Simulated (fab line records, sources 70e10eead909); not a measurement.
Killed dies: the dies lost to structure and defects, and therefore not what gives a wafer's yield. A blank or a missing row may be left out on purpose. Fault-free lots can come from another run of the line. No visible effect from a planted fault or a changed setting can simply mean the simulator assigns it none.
Chamber matching :: flow nand-harc :: NHARC_P_CONTACT_CMP_01 on cmp-03: 4 sister chambers
The step polishes SiO2, target thk 200 nm. 18 wafers are shown with their chamber, then 9 later ones without.

## EACH WAFER AND ITS CHAMBER
wafer: L075.2
chamber: 3
motor-current-A (A): 11.0

wafer: L075.4
chamber: 2
motor-current-A (A): 11.5

wafer: L075.5
chamber: 0
motor-current-A (A): 13.7

wafer: L076.1
chamber: 3
motor-current-A (A): 10.9

wafer: L076.2
chamber: 1
motor-current-A (A): 10.1

wafer: L076.6
chamber: 0
motor-current-A (A): 13.8

wafer: L076.3
chamber: 2
motor-current-A (A): 12.4

wafer: L076.4
chamber: 0
motor-current-A (A): 13.0

wafer: L076.5
chamber: 3
motor-current-A (A): 11.0

wafer: L081.1
chamber: 1
motor-current-A (A): 10.8

wafer: L081.2
chamber: 0
motor-current-A (A): 14.0

wafer: L081.3
chamber: 2
motor-current-A (A): 11.8

wafer: L082.3
chamber: 2
motor-current-A (A): 11.4

wafer: L082.4
chamber: 3
motor-current-A (A): 10.9

wafer: L082.5
chamber: 0
motor-current-A (A): 13.8

wafer: L083.2
chamber: 1
motor-current-A (A): 10.0

wafer: L083.4
chamber: 2
motor-current-A (A): 11.7

wafer: L083.6
chamber: 3
motor-current-A (A): 10.8

SIGNATURES (means of the wafers above)
reading: motor-current-A
chamber 0: 13.660
chamber 1: 10.300
chamber 2: 11.760
chamber 3: 10.920
scatter within a chamber: 0.339
Rule: distance of a wafer from a chamber = root of the sum over the readings of ((wafer's reading minus chamber's mean) / reading's scatter) squared. If the next closest chamber is less than 2 further off than the closest, the wafer can't be placed; otherwise it belongs to the closest. The scatter is the square root of a quotient: the sum, over the shown wafers, of each reading's squared deviation from its chamber's mean, divided by wafers minus chambers.

## WAFERS MISSING THEIR CHAMBER
wafer: L084.1
motor-current-A (A): 11.8

wafer: L084.3
motor-current-A (A): 13.5

wafer: L084.5
motor-current-A (A): 10.1

wafer: L084.2
motor-current-A (A): 10.1

wafer: L084.4
motor-current-A (A): 10.5

wafer: L084.6
motor-current-A (A): 14.0

wafer: L089.1
motor-current-A (A): 13.7

wafer: L089.3
motor-current-A (A): 11.1

wafer: L089.6
motor-current-A (A): 12.2

## WHICH CHAMBER EACH ONE RAN IN
wafer: L084.1
from the rows above: 2
in truth: 2

wafer: L084.3
from the rows above: 0
in truth: 0

wafer: L084.5
from the rows above: can't be placed: 1 or 3
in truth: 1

wafer: L084.2
from the rows above: can't be placed: 1 or 3
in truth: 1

wafer: L084.4
from the rows above: can't be placed: 1 or 3
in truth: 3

wafer: L084.6
from the rows above: 0
in truth: 0

wafer: L089.1
from the rows above: 0
in truth: 0

wafer: L089.3
from the rows above: can't be placed: 3 or 2 or 1
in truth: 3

wafer: L089.6
from the rows above: 2
in truth: 2
Correct placement for 5 of the 9. Not placeable from these rows: 4 (in 4, the candidates include the true chamber). Placed wrongly: 0.
